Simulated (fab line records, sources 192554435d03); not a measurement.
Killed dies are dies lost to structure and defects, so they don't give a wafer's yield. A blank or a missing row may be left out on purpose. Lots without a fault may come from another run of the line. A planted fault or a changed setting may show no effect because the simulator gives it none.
Chamber matching | flow n5_finfet | N5_HKMG_FIN_ALD_21 on ald_metal-03: 4 sister chambers
The step deposits TiN, target thk 1.5 nm, pulse time 1 s, purge time 3 s. 14 wafers are shown with their chamber, then 6 later ones without.

WAFERS WITH THEIR CHAMBER
wafer  | chamber | heater_power_w (W) | precursor_pulse_height_rel
L168.3 | 0       | 741                | 1.038
L168.4 | 2       | 905                | 1.010
L168.5 | 1       | 915                | 0.987
L170.3 | 3       | 945                | 1.009
L170.4 | 2       | 911                | 1.044
L170.6 | 3       | 963                | 0.986
L171.1 | 2       | 908                | 0.989
L171.3 | 3       | 945                | 1.031
L171.4 | 0       | 748                | 0.988
L175.1 | 1       | 913                | 0.979
L175.4 | 3       | 954                | 0.971
L175.5 | 3       | 951                | 1.033
L182.1 | 3       | 937                | 1.007
L182.2 | 2       | 899                | 0.981

SIGNATURES (means of the wafers above)
reading                    | chamber 0 | chamber 1 | chamber 2 | chamber 3 | scatter within a chamber
heater_power_w             | 744.50    | 914.00    | 905.75    | 949.17    | 7.11
precursor_pulse_height_rel | 1.01300   | 0.98300   | 1.00600   | 1.00617   | 0.0258
Rule: a wafer's distance from a chamber is the root of the sum, over the readings, of the square of ((its reading less the chamber's mean) divided by the reading's scatter). The wafer belongs to the nearest chamber; if the next one is less than 2 further off, it can't be placed. The scatter: the root of (the sum of the squares of (reading less its chamber's mean) over the shown wafers, divided by (wafers less chambers)).

WAFERS WITHOUT THEIR CHAMBER
wafer  | heater_power_w (W) | precursor_pulse_height_rel
L182.4 | 906                | 1.017
L186.1 | 903                | 1.013
L186.3 | 885                | 1.002
L187.3 | 766                | 1.016
L187.4 | 934                | 0.951
L187.5 | 892                | 1.014

WHICH CHAMBER EACH WENT THROUGH
wafer  | from the rows above          | in truth
L182.4 | can't be placed: 2 or 1      | 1
L186.1 | can't be placed: 2 or 1      | 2
L186.3 | can't be placed: 2 or 1      | 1
L187.3 | 0                            | 0
L187.4 | can't be placed: 3 or 1 or 2 | 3
L187.5 | can't be placed: 2 or 1      | 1
Placed correctly: 1 of 6. Can't be placed from these rows: 5 (the true chamber is among the candidates in 5). Placed wrongly: 0.
